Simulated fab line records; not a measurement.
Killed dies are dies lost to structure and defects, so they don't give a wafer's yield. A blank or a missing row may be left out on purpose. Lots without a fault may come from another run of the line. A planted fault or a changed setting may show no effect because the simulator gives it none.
The same fault as seen by 2 desks || flow n5Finfet || each desk has only its own numbers; what lay behind them comes last

== FROM THE METROLOGY DESK ==
Lot by lot, what the gauges showed, no matter which tool ran the lot: averages of those sampled wafers that carry a number. A lot is out of limits, marked OUT, if its mean lies more than 4 standard deviations from the usual mean; the brackets give that distance.
Columns: A = SD_N_BLK_OVL at N5_SD_EPI_N_OVL_MEAS_10, usual -0.4 nm
{"lot": "L658", "first seen here": "day 3 12:46", "A": -0.2}
{"lot": "L661", "first seen here": "day 4 05:42", "A": -0.6}
{"lot": "L662", "first seen here": "day 4 11:26", "A": -1.1}
{"lot": "L663", "first seen here": "day 4 18:58", "A": -1.5}
{"lot": "L664", "first seen here": "day 5 00:49", "A": -1.1}
{"lot": "L665", "first seen here": "day 5 05:59", "A": -0.7}
{"lot": "L666", "first seen here": "day 5 12:20", "A": -0.0}
{"lot": "L669", "first seen here": "day 6 09:10", "A": 0.3}
{"lot": "L670", "first seen here": "day 6 22:46", "A": 0.0}
{"lot": "L672", "first seen here": "day 7 05:56", "A": -1.3}
{"lot": "L679", "first seen here": "day 8 21:35", "A": -0.3}
{"lot": "L678", "first seen here": "day 8 23:38", "A": 0.0}
This desk's finding: nothing out of limits on any of the 12 lots.

== AT THE TOOL OWNER'S DESK: wetBench-02 ==
The tool's own readings at N5_SD_EPI_N_WET_ETCH_43 (etches SiO2 in dHF, time 14 s, target depth 1.5 nm): means of the sampled wafers that have a number, for each lot that ran on this tool. A lot is out of limits, marked OUT, if its mean lies more than 4 standard deviations from the usual mean; the brackets give that distance.
Columns: A = tempC at N5_SD_EPI_N_WET_ETCH_43, usual 25.00 C
{"lot": "L661", "first seen here": "day 4 06:44", "A": 24.98}
{"lot": "L662", "first seen here": "day 4 12:22", "A": 25.01}
{"lot": "L665", "first seen here": "day 5 07:21", "A": 24.99}
{"lot": "L672", "first seen here": "day 7 07:04", "A": 24.96}
This desk's finding: nothing out of limits on any of the 4 lots.

== ALL TOGETHER ==
From the metrology desk's view, nothing was out of limits.
Nothing out of limits was seen by the tool owner's desk.

== WHAT HAD BEEN PUT IN BY THE SIMULATOR ==
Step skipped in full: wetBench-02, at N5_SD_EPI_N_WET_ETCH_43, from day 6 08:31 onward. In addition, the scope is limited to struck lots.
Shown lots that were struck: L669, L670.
